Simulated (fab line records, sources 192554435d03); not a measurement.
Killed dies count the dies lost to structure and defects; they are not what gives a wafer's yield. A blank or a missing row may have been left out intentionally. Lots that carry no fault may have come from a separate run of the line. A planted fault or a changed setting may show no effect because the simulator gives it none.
Comparing a struck lot with a sound one -- flow n5Finfet -- 25 steps out of a route of 1938
Sound: the wafers L354.4, L354.5, L354.6. The struck wafers were L353.1, L353.4, L353.5. The cause is given at the end.
At each step with rows: each side's tool, then ch and its chambers, then its first start. Under that, the readings that differ: sound wafers -- struck wafers -- difference of the means -- sigmas: that difference in standard deviations of wafers without a fault.
alike: a reading whose means differ by less than 2 such deviations, as well as words and numbers matching on both sides. not compared: withheld readings; readings where some wafer has no value; bounds like >300 that might hide an equal value; numbers whose values overlap and for which the record gives no deviation.
Wherever a step has rows on one side only, a row that says differs or no value, or a row with sigmas, the two part there. Numbers that have no deviation but don't overlap get no sigmas and don't part them. A reading missing from all wafers of one side parts the sides only when that side holds two or more wafers.

first, 9 steps without rows for these wafers: N5_BEOL_M0_SAQP_EXPOSE_11 (exposes mask M0 CORE, target cd 42 nm); N5_BEOL_M0_SAQP_PEB_12 (peb time 60 s); N5_BEOL_M0_SAQP_DEVELOP_13 (develop time 30 s); N5_BEOL_M0_SAQP_DESCUM_19 (chemistry O2, time 7.9 s); N5_BEOL_M0_SAQP_ETCH_83 (etches SiARC in CF4, target depth 39 nm, time 65 s); N5_BEOL_M0_SAQP_ETCH_84 (etches SOC in N2/H2, target depth 100 nm, overetch 20 nm, time 150 s); N5_BEOL_M0_SAQP_STRIP_80 (strips in N2/H2); N5_BEOL_M0_SAQP_HM_OPEN_112 (chemistry CHF3/O2, target SiO2, stops on a-Si, target depth 12 nm, time 13.5 s); N5_BEOL_M0_SAQP_STRIP_113 (strips in CHF3/O2).
N5_BEOL_M0_SAQP_MANDREL_ETCH_20: etches a-Si in HBr/Cl2, stops on SiNx, target depth 60 nm, bt time 10 s, time 30 s.
  sound on rieSi-02 ch 0,1,2, day 10 16:53; struck on rieSi-06 ch 1,2, day 10 20:56
reading,sound,struck,difference,sigmas
biasW (W),75.13 74.96 74.70,93.86 93.71 93.62,+18.80,+85
model.SOC_of_BEOL_M0_SAQP_COAT_81.thkNm (nm),76.6 76 76,72.8 72.6 73,-3.4,
model.SiNx_of_BEOL_M0_SAQP_PECVD_97.thkNm (nm),18.6 18.2 18.2,17 17.4 17.4,-1,
  alike: drypumpMotorCurrentA, mfcCl2Sccm, oesProductAu, throttleValvePct
  not compared: rfHoursCounterH
then, 12 steps without rows for these wafers: N5_BEOL_M0_SAQP_STRIP_86 (strips in N2/H2); N5_BEOL_M0_SAQP_STRIP_115 (strips in post etch residue remover, time 60 s); N5_BEOL_M0_SAQP_SRD_93 (time 30 s); N5_BEOL_M0_SAQP_RECESS_114 (chemistry HF/NH3, target SiO2, target depth 14.4 nm, afs cycles 3, sublimation time 60 s); N5_BEOL_M0_SAQP_SPACER1_ALD_98 (deposits SiO2, target thk 12.8 nm, pulse time 1 s, purge time 2 s); N5_BEOL_M0_SAQP_SPACER1_ETCHBACK_99 (etches SiO2 in CHF3/O2, target depth 15.4 nm, time 7.7 s); N5_BEOL_M0_SAQP_MANDREL1_REMOVE_100 (chemistry HBr/Cl2/O2, target a-Si, stops on SiNx, bt time 10 s); N5_BEOL_M0_SAQP_ETCH_101 (etches SiNx in CH3F/O2, target depth 29.9 nm, time 42.7 s); N5_BEOL_M0_SAQP_ETCH_102 (etches SiO2 in CF4, target depth 4 nm, time 4.4 s); N5_BEOL_M0_SAQP_MANDREL_ETCH_103 (etches a-Si in HBr/Cl2, stops on SiCN, target depth 45 nm, bt time 10 s, time 27 s); N5_BEOL_M0_SAQP_RECESS_104 (chemistry HF/NH3, target SiO2, target depth 18 nm, afs cycles 3, sublimation time 60 s); N5_BEOL_M0_SAQP_COAT_105 (time 60 s, resist thk 100 nm).
N5_BEOL_M0_SAQP_ETCH_106: etches SOC in N2/H2, stops on SiNx, target depth 150 nm.
  sound on rieDiel-03 ch 1,2, day 10 19:21; struck on rieDiel-04 ch 1,3, day 10 23:25
reading,sound,struck,difference,sigmas
model.SiNx_of_BEOL_M0_SAQP_PECVD_97.thkNm (nm),15.6 15.2 15.2,14 14.6 14.4,-1,
  alike: biasW, drypumpMotorCurrentA, oesProductAu, rfVppV, showerheadPlenumPTorr, throttleValvePct
  not compared: rfHoursCounterH
then, 1 step without rows for these wafers: N5_BEOL_M0_SAQP_ETCH_107 (etches SiNx in CH3F/O2, target depth 30 nm).
-- here the record skips 2 days between the struck wafers' starts before and after, leaving off in module BEOL_M0_SAQP and picking up in module BEOL_M4 (first step shown: number 1111 of the route) --
N5_BEOL_M4_RC_MEAS_101:
  sound on prober-02 ch 0, day 13 00:36; struck on prober-02 ch 0, day 13 06:28
reading,sound,struck,difference,sigmas
IOFF_P (nA/um),0.21 0.23 0.31,0.19 0.14 0.17,-0.08,-2
ION_N (uA/um),680 697 699,668 654 668,-29,-2
ION_P (uA/um),469 481 473,448 441 449,-28,-4
VT_P (mV),-255 -249 -246,-256 -260 -260,-9,-3
  alike: DIBL_N, DIBL_P, IOFF_N, SS_N, SS_P, VT_N

WHERE THEY PART
First at N5_BEOL_M0_SAQP_MANDREL_ETCH_20; last, within this record, at N5_BEOL_M4_RC_MEAS_101.

WHY: whatever the simulator had introduced
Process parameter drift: rieSi-06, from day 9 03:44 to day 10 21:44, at N5_BEOL_M0_SAQP_MANDREL_ETCH_20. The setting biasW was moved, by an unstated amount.
